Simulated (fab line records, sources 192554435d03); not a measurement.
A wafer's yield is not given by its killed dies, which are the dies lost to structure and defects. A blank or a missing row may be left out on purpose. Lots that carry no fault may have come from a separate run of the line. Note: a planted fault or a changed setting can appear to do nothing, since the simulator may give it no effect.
fab line records	flow n5_finfet	part 1 of 2: steps 1 to 39 of 40
[record] lots = 5	wafers = 15	last_day = 18
route steps=1938 shown BEOL_M4@1099 BEOL_M5@1112 BEOL_M12@1602 PASSIVATION@1936
lots that met no fault: from a run of the same line without faults
start_h: the number of hours between the record's first day and the start of the first shown wafer of the lot	wait_h: time in hours since the lot's previous step	" same as the row above	L1.1+2: a single row standing in for several wafers	- no value, or no start was given	* or withheld: withheld	< > ~ a bound
route shown NAME@n: NAME is a module with steps in the file, n the number in the route of the first one	usual: average and standard deviation across the fault-free wafers	same: alike in all rows	chamber/n: place in a boat	sites: per-site readings	_std_site: standard deviation of those values	_edge_site: the outer-site mean with the inner-site mean subtracted	radius_mm: for every site, how far away it sits from the centre of the wafer	mask NAME#n: copy n	behind: tool/chamber where the wafer was last shaped	hold: reason for holding the lot/hours on hold/outcome of the hold	device: the transistor (n, p or np) that didn't switch	end of line: tests of these same wafers at the route's end	a step with no rows: only its recipe	killed: not the wafer's yield, but the dies lost to structure and defects at the first sort	map: a wafer's dies, marking killed ones x, the rest . and places with no die _
set.NAME: the setting as run; set.NAME@STEP: as run at that earlier step	model.NAME: the simulator's own value behind a step, which no gauge read
a table for each step, a row for each wafer; lots at some steps of the route
services: the hour from which a tool's chamber was out of use, counted from the record's first day as start_h (under 0 if before that day), plus the number of hours and why
[[steps]]
[step N5_BEOL_M4_ANNEAL_95]
[recipe] temp_c = 400	time_s = 240	ambient = vacuum
[step N5_BEOL_M4_SPUTTER_96]
[recipe] material = Cu	target_thk_a = 45	temp_c = -20	chamber_pressure_pa = 0.07	power_w = withheld	time_s = 8.29
[step N5_BEOL_M4_ECD_50]
[recipe] material = Cu	target_thk_a = 3000
[step N5_BEOL_M4_ANNEAL_51]
[recipe] temp_c = 225	time_s = 90	ambient = N2
[step N5_BEOL_M4_CMP_52]
[recipe] stop_on = SiOC	t_overpolish_s = 6.8	down_force_psi = 1	platen_rpm = 50	clearing_platen_down_force_psi = 1.5	clearing_platen_rpm = 50	post_cmp_clean = cu_alkaline	target_thk_nm = 40	clearing_platen_pad_velocity_m_s = 0.99484	pad_velocity_m_s = 0.99484
[step N5_BEOL_M4_PRE_CLEAN_60]
[recipe] gas = NH3/H2	time_s = 15	temp_c = *	rf_power_w = 300
[step N5_BEOL_M4_CO_CAP_55]
[recipe] material = Co	target_thk_a = 20	temp_c = 200	precursor = CCTBA/H2	pressure_torr = 30	time_s = 102.1
[step N5_BEOL_M4_PRE_CLEAN_56]
[recipe] gas = NH3	time_s = 15	temp_c = withheld	rf_power_w = 300
[step N5_BEOL_M4_DEP_57]
[recipe] material = SiCN	target_thk_a = 80	temp_c = withheld	precursor = 3MS/NH3	pressure_torr = 3	rf_w = 202	time_s = 14
[step N5_BEOL_M4_RC_MEAS_101]
[usual] DIBL_N = 36.0/1.7	DIBL_P = 36.2/2.3	IOFF_N = 0.16/0.03	IOFF_P = 0.21/0.036	ION_N = 679/11	ION_P = 465/7.1	SS_N = 71.4/0.58	SS_P = 73.3/0.75	VT_N = 249/3.1	VT_P = -251/3.5
lot.wafer	tool	chamber	start_h	wait_h	DIBL_N[mV/V]	DIBL_P[mV/V]	IOFF_N[nA/um]	IOFF_P[nA/um]	ION_N[uA/um]	ION_P[uA/um]	SS_N[mV/dec]	SS_P[mV/dec]	VT_N[mV]	VT_P[mV]
L721.1	prober-01	0	199.62	0.0	35.3	35.3	0.15	0.18	670	455	72.4	73.6	253	-253
L721.2	"	0	"	"	34.5	34.0	0.14	0.17	677	464	70.5	73.7	252	-257
L721.3	"	0	"	"	33.5	33.3	0.13	0.16	678	459	71.6	73.3	253	-254
L724.1	prober-02	0	207.12	0.4	36.4	36.9	0.16	0.22	685	470	72.0	73.4	249	-249
L724.3	"	0	"	"	34.6	35.0	0.14	0.20	674	464	71.0	73.2	252	-252
L724.6	"	0	"	"	35.5	36.3	0.16	0.22	687	477	71.2	74.2	249	-247
L725.1	prober-01	0	213.86	0.0	34.8	34.9	0.14	0.20	669	459	71.5	72.7	249	-251
L725.3	"	0	"	"	35.4	35.2	0.14	0.19	661	452	71.6	74.3	251	-252
L725.4	"	0	"	"	35.2	35.1	0.15	0.20	678	460	71.5	72.7	248	-251
L736.2	prober-02	0	280.38	0.2	33.9	34.4	0.11	0.18	665	461	70.8	72.9	252	-251
L736.3	"	0	"	"	38.7	39.9	0.19	0.25	700	474	72.0	74.0	248	-247
L736.6	"	0	"	"	34.8	34.9	0.13	0.17	672	462	70.9	72.3	253	-253
L740.1	prober-02	0	320.85	0.0	40.9	42.9	0.25	0.31	697	469	72.0	74.5	242	-244
L740.2	"	0	"	"	34.9	37.2	0.15	0.21	676	467	71.2	72.6	250	-249
L740.3	"	0	"	"	34.0	35.8	0.13	0.17	665	456	70.7	72.6	254	-252
[step N5_BEOL_M5_ILD_DEP_00]
[recipe] material = SiCOH_lowk	target_thk_a = 1406.4	temp_c = 300	precursor = DEMS/porogen	pressure_torr = 5	rf_w = 500	time_s = 25.9
[step N5_BEOL_M5_CURE_79]
[recipe] temp_c = 385	time_s = 240	ambient = He/Ar	material = SiCOH_lowk
[step N5_BEOL_M5_PECVD_70]
[recipe] material = SiO2	target_thk_a = 160	temp_c = 400	precursor = TEOS/O2	pressure_torr = 5.5	rf_w = 450	teos_flow_sccm = 53.8	gas = O2	flow_sccm = 3000	time_s = 18
[step N5_BEOL_M5_HM_DEP_02]
[recipe] material = TiN	target_thk_a = 200	temp_c = 25	chamber_pressure_pa = 0.49996
[step N5_BEOL_M5_COAT_59]
[recipe] resist = SOC	temp_c = 250	time_s = 60	spin_rpm = 1500	resist_thk_nm = 60
[step N5_BEOL_M5_COAT_60]
[recipe] resist = SiARC	temp_c = 220	time_s = 60	spin_rpm = 1500	resist_thk_nm = 12
[step N5_BEOL_M5_COAT_71]
[recipe] resist = underlayer	temp_c = 205	time_s = 60	spin_rpm = 1500	resist_thk_nm = 5
[step N5_BEOL_M5_COAT_05]
[recipe] resist = CAR-EUV	spin_rpm = 1500	resist_thk_nm = 30
[step N5_BEOL_M5_EBR_07]
[recipe] solvent = PGMEA	ebr_width_mm = 1.5
[step N5_BEOL_M5_SOFTBAKE_06]
[recipe] temp_c = 110	time_s = 60	resist = CAR-EUV
[step N5_BEOL_M5_EXPOSE_08]
[recipe] mask_id = M5	na = 0.33	source_shape = annular	sigma_inner = 0.4	sigma_outer = 0.8	polarization = unpolarized	target_cd_nm = 28	dose_mj = 35.75
[step N5_BEOL_M5_PEB_09]
[recipe] peb_temp_c = 100	peb_time_s = 60	resist = CAR-EUV
[step N5_BEOL_M5_DEVELOP_10]
[recipe] develop_time_s = 30	developer = TMAH	resist = CAR-EUV	rinse_liquid = surfactant_rinse	dry = air_spin	dev_temp_c = 23
[step N5_BEOL_M5_DESCUM_16]
[recipe] chemistry = O2	time_s = 7	source_power_w = 50	bias_power_w = 20	pressure_mtorr = 20	rf_frequency_hz = 2.712e+07	temp_c = 40	resist = CAR-EUV	o2_flow_sccm = 225
[step N5_BEOL_M5_ETCH_72]
[recipe] chemistry = N2/H2	target = underlayer	target_depth_a = 65	mask_material = CAR-EUV	time_s = 5.2	ion_energy_ev = 200	pressure_mtorr = 30	source_w = 840	bias_w = 150	n2_flow_sccm = 200	h2_flow_sccm = 200	ends = cleared
[step N5_BEOL_M5_ETCH_61]
[recipe] chemistry = CF4	target = SiARC	target_depth_a = 156	mask_material = CAR-EUV	time_s = 26	ion_energy_ev = 80	pressure_mtorr = 40	source_w = 545	bias_w = 36	Ar_flow_sccm = 100	cf4_flow_sccm = 100	ends = cleared
[step N5_BEOL_M5_ETCH_62]
[recipe] chemistry = N2/H2	target = SOC	target_depth_a = 750	overetch_a = 150	mask_material = SiARC	temp_c = 40	time_s = 112.5	ion_energy_ev = 200	pressure_mtorr = 30	source_w = 840	bias_w = 150	n2_flow_sccm = 200	h2_flow_sccm = 200
[step N5_BEOL_M5_STRIP_63]
[recipe] chemistry = N2/H2	temp_c = 40	n2_flow_sccm = 200	h2_flow_sccm = 200	rf_frequency_hz = 6e+07
[step N5_BEOL_M5_STRIP_73]
[recipe] chemistry = N2/H2	temp_c = 40	n2_flow_sccm = 200	h2_flow_sccm = 200	rf_frequency_hz = 6e+07
[step N5_BEOL_M5_STRIP_64]
[recipe] chemistry = CF4	resist = SiARC	power_w = 300	bias_power_w = 75	pressure_mtorr = 50	cf4_flow_sccm = 150	rf_frequency_hz = 6e+07
[step N5_BEOL_M5_HM_OPEN_17]
[recipe] chemistry = Cl2/BCl3	target_depth_a = 200	overetch_a = 60	target = TiN	mask_material = SOC	ion_energy_ev = 150	pressure_mtorr = 10	icp_w = 1000	bias_w = 126	Cl2_flow_sccm = 53.25	bcl3_flow_sccm = 21.75	Ar_flow_sccm = 25
[step N5_BEOL_M5_STRIP_19]
[recipe] chemistry = O2	power_w = 400	temp_c = 40	pressure_mtorr = 30	rf_frequency_hz = 6e+07	bias_power_w = 0	overash_fraction = 0.2	o2_flow_sccm = 225
[step N5_BEOL_M5_COAT_65]
[recipe] resist = SOC	temp_c = 250	time_s = 60	spin_rpm = 1500	resist_thk_nm = 60
[step N5_BEOL_M5_COAT_66]
[recipe] resist = SiARC	temp_c = 220	time_s = 60	spin_rpm = 1500	resist_thk_nm = 12
[step N5_BEOL_M12_ILD_DEP_00]
[recipe] material = SiOC	target_thk_a = 6589.2	temp_c = 350	precursor = DEMS/O2	pressure_torr = 5	rf_w = 500	time_s = 130.7
[usual] heater_power_w = 479/58	run_length_s = 175.6/0.5	showerhead_plenum_p_Torr = 5.701/0.014	showerhead_vpp_V = 1396/53	throttle_valve_pct = 11.8/0.66
lot.wafer	tool	chamber	start_h	wait_h	heater_power_w	run_length_s	showerhead_plenum_p_Torr	showerhead_vpp_V	throttle_valve_pct	model.SiOC_of_BEOL_M12_ILD_DEP_00.thk_nm
L721.1	pecvd-02	2	259.78	0.0	462	176.0	5.683	1322	10.7	665.2
L721.2	"	0	"	"	413	175.3	5.681	1457	11.7	655.8
L721.3	"	1	"	"	398	98.8	5.692	1385	12.4	272.8
L724.1	pecvd-02	0	286.52	0.0	431	175.6	5.684	1446	11.8	645.6
L724.3	"	2	"	"	454	99.6	5.686	1325	10.6	282.2
L724.6	"	2	"	"	455	176.2	5.685	1316	10.7	670.4
L725.1	pecvd-02	0	286.78	0.0	444	175.6	5.684	1440	11.7	650
L725.3	"	1	"	"	454	99.0	5.716	1376	12.4	270.8
L725.4	"	1	"	"	468	175.3	5.710	1385	12.4	662.8
L736.2	pecvd-03	2	341.30	0.0	555	175.1	5.697	1362	11.6	662.6
L736.3	"	0	"	"	422	175.9	5.710	1307	12.3	654.4
L736.6	"	0	"	"	439	175.5	5.695	1313	12.1	661.8
L740.1	pecvd-02	2	385.80	0.0	404	176.4	5.707	1328	11.0	659.2
L740.2	"	0	"	"	492	175.4	5.685	1483	11.9	647.2
L740.3	"	1	"	"	487	175.3	5.715	1376	12.5	660.4
[step N5_BEOL_M12_THK_MEAS_01]
[recipe] reads = SiOC_of_BEOL_M12_ILD_DEP_00
[usual] M12_ILD_THK = 661/7.7
lot.wafer	tool	chamber	start_h	wait_h	M12_ILD_THK[nm]
L721.1	film_metro-01	-	259.91	0.1	665
L721.2	"	-	"	"	656
L721.3	"	-	"	"	273
L724.1	film_metro-02	-	286.65	0.1	646
L724.3	"	-	"	"	282
L724.6	"	-	"	"	670
L725.1	film_metro-02	-	286.92	0.1	650
L725.3	"	-	"	"	271
L725.4	"	-	"	"	662
L736.2	film_metro-02	-	341.43	0.1	663
L736.3	"	-	"	"	655
L736.6	"	-	"	"	661
L740.1	film_metro-02	-	385.93	0.1	659
L740.2	"	-	"	"	647
L740.3	"	-	"	"	660
[step N5_BEOL_M12_VIA_ETCH_16]
[recipe] chemistry = C4F8/O2/Ar	target = SiOC	pressure_mtorr = 30	source_w = 3000	bias_w = 700	Ar_flow_sccm = 400	C4F8_flow_sccm = 15	O2_flow_sccm = 8	he_inner_torr = 15	he_outer_torr = 30	target_depth_a = 7248	time_s = withheld	ion_energy_ev = 250	ends = cleared
[usual] bias_w = 700.3/2.2	drypump_motor_current_A = 5.6/0.43	he_outer_torr = 30.00/0.064	oes_product_au = 0.73/0.062	rf_vpp_V = 666.1/2.5	showerhead_plenum_p_Torr = 3.43/0.088	throttle_valve_pct = 24.16/0.15
lot.wafer	tool	chamber	start_h	wait_h	bias_w	drypump_motor_current_A	he_outer_torr	oes_product_au	rf_vpp_V	showerhead_plenum_p_Torr	throttle_valve_pct	model.etch.depth_nm	model.coat_of_BEOL_M12_COAT_04.thk_nm
L721.1	rie_diel-01	2	260.39	0.0	698.1	4.9	29.89	0.78	666.4	3.46	24.00	665.1	118.6
L721.2	"	1	"	"	702.9	6.1	30.01	0.72	665.8	3.45	24.32	655.8	123.6
L721.3	"	0	"	"	702.9	5.4	30.04	0.75	666.6	3.42	23.96	272.8	235.4
L724.1	rie_diel-05	2	287.25	0.0	701.2	5.8	29.93	0.74	661.9	3.30	24.27	645.5	126.6
L724.3	"	0	"	"	698.0	5.7	30.03	0.68	665.9	3.44	23.94	282.2	234.6
L724.6	"	3	"	"	701.4	6.3	30.14	0.79	669.2	3.48	24.13	670.4	117.6
L725.1	rie_diel-05	0	287.69	0.0	701.7	5.7	30.00	0.69	666.3	3.44	23.94	650	125.4
L725.3	"	1	"	"	702.2	5.9	29.99	0.78	662.9	3.29	24.21	270.9	237.2
L725.4	"	3	"	"	697.6	6.3	29.87	0.81	666.4	3.48	24.12	662.9	120.6
L736.2	rie_diel-06	2	342.23	0.0	699.6	5.3	29.99	0.72	669.8	3.54	23.94	662.5	122
L736.3	"	0	"	"	702.9	5.4	30.02	0.64	663.1	3.37	24.37	654.4	124.2
L736.6	"	1	"	"	696.4	6.2	30.00	0.85	672.3	3.63	24.05	661.7	122.4
L740.1	rie_diel-01	3	386.59	0.0	696.4	5.6	30.02	0.80	666.9	3.48	24.19	659.1	126.6
L740.2	"	0	"	"	698.1	5.4	30.04	0.70	665.0	3.40	24.05	647.2	128
L740.3	"	2	"	"	706.0	4.9	29.96	0.73	664.6	3.44	24.06	660.3	123.6
[step N5_BEOL_M12_STRIP_63]
[recipe] chemistry = N2/H2	power_w = 1000	temp_c = 250	h2_frac = 0.65	overash_fraction = 0.3	pressure_mtorr = 1000	n2_flow_sccm = 1750	h2_flow_sccm = 3250
[usual] drypump_motor_current_A = 5.75/0.28	heater_power_w = 359/28	oes_product_au = 0.693/0.0048	strip_time_to_endpoint_s = 42.4/0.71
lot.wafer	tool	chamber	start_h	wait_h	drypump_motor_current_A	heater_power_w	oes_product_au	rf_hours_counter_h	strip_time_to_endpoint_s
L721.1	plasma_asher-02	0	260.59	-	5.53	358	0.689	73	41.3
L721.2	"	1	"	"	5.94	368	0.696	73	42.7
L721.3	"	1	"	"	5.96	369	0.858	-	71.7
L724.1	plasma_asher-01	1	287.45	-	6.15	371	0.694	132	43.4
L724.3	"	0	"	"	5.38	300	0.865	-	71.4
L724.6	"	1	"	"	6.15	387	0.693	-	41.1
L725.1	plasma_asher-01	0	287.89	-	5.35	301	0.690	132	43.1
L725.3	"	0	"	"	5.35	303	0.863	-	72.1
L725.4	"	1	"	"	6.17	391	0.700	-	41.8
L736.2	plasma_asher-01	0	342.42	-	5.38	301	0.696	144	42.2
L736.3	"	1	"	"	6.12	389	0.687	-	42.8
L736.6	"	0	"	"	5.37	299	0.695	-	42.3
L740.1	plasma_asher-01	0	386.79	-	5.36	302	0.691	152	43.4
L740.2	"	1	"	"	6.18	378	0.695	152	43.8
L740.3	"	1	"	"	6.13	373	0.696	-	42.7
[step N5_BEOL_M12_CMP_49]
[recipe] stop_on = SiOC	t_overpolish_s = 20.6	down_force_psi = 1	platen_rpm = 50	clearing_platen_down_force_psi = 1.5	clearing_platen_rpm = 50	post_cmp_clean = cu_alkaline	target_thk_nm = 320	clearing_platen_pad_velocity_m_s = 0.99484	pad_velocity_m_s = 0.99484
[usual] edge_zone_pressure_frac = 1.000/0.0058	motor_current_A = 5.7/0.53
lot.wafer	tool	chamber	start_h	wait_h	edge_zone_pressure_frac	motor_current_A	model.SiOC_of_BEOL_M12_ILD_DEP_00.thk_nm
L721.1	cmp-02	3	265.10	0.3	1.001	5.5	604.6
L721.3	"	0	"	"	1.007	6.0	212
L721.2	"	1	"	"	1.001	5.5	597.2
L724.3	cmp-03	0	297.53	0.2	0.993	5.7	222.4
L724.1	"	1	"	"	1.000	5.2	587.4
L724.6	"	0	"	"	0.993	5.4	610.4
L725.4	cmp-03	0	298.85	0.2	1.003	5.7	603.4
L725.3	"	1	"	"	1.007	5.2	210.6
L725.1	"	2	"	"	1.000	5.8	587.8
L736.2	cmp-02	1	346.12	0.2	0.991	5.3	603.8
L736.3	"	2	"	"	0.999	4.6	594.6
L736.6	"	0	"	"	1.004	6.1	602.2
L740.1	cmp-04	3	390.71	0.3	0.996	6.2	598.6
L740.3	"	1	"	"	1.001	6.7	600.8
L740.2	"	2	"	"	0.998	5.6	587.6
[[key]]
[first_sign] step = N5_BEOL_M12_ILD_DEP_00	reading = run_length_s	direction = down	sigmas = 99+	usual = *	struck = *
[effect] step = N5_BEOL_M12_THK_MEAS_01	reading = M12_ILD_THK	direction = down	sigmas = 50	usual = 661	struck = 275
[effect] step = N5_BEOL_M12_STRIP_63	reading = strip_time_to_endpoint_s	direction = up	sigmas = 41	usual = *	struck = *
[effect] step = N5_PASSIVATION_PROBE_49	reading = killed_at_M4_up	direction = up	sigmas = 99+	usual = 14	struck = 1089
[model_effect] step = N5_BEOL_M12_ILD_DEP_00	value = SiOC_of_BEOL_M12_ILD_DEP_00.thk_nm	without = 657.1	struck = 275.3
[model_effect] step = N5_BEOL_M12_VIA_ETCH_16	value = etch.depth_nm	without = 657.1	struck = 275.3
[model_effect] step = N5_BEOL_M12_CMP_49	value = SiOC_of_BEOL_M12_ILD_DEP_00.thk_nm	without = 596.7	struck = 215
[more_kills_born_at] N5_BEOL_M12_ILD_DEP_00@pecvd-02 = 3234
met_at N5_BEOL_M12_ILD_DEP_00
struck_wafers L721.3,L724.3,L725.3
later_rows_left_out L721.3,L724.3,L725.3
[baseline_loss] step = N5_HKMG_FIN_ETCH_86	wafers = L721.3
[fault] kind = process_parameter_drift	tool = pecvd-02	chamber = -	onset_h = 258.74	steps = N5_BEOL_M12_ILD_DEP_00	channel = time_s	offset = *	shape = step	end_h = 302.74	scope = struck_wafers_only	acts_in = *	stated = *
// later_rows_left_out: the simulator's readings of these wafers behind a module that went badly wrong aren't trusted and aren't shown, but for the sort
// baseline_loss: these wafers lose ten dies or more at that step, a loss of the line's own and not of a fault; the sort's usual values leave them out
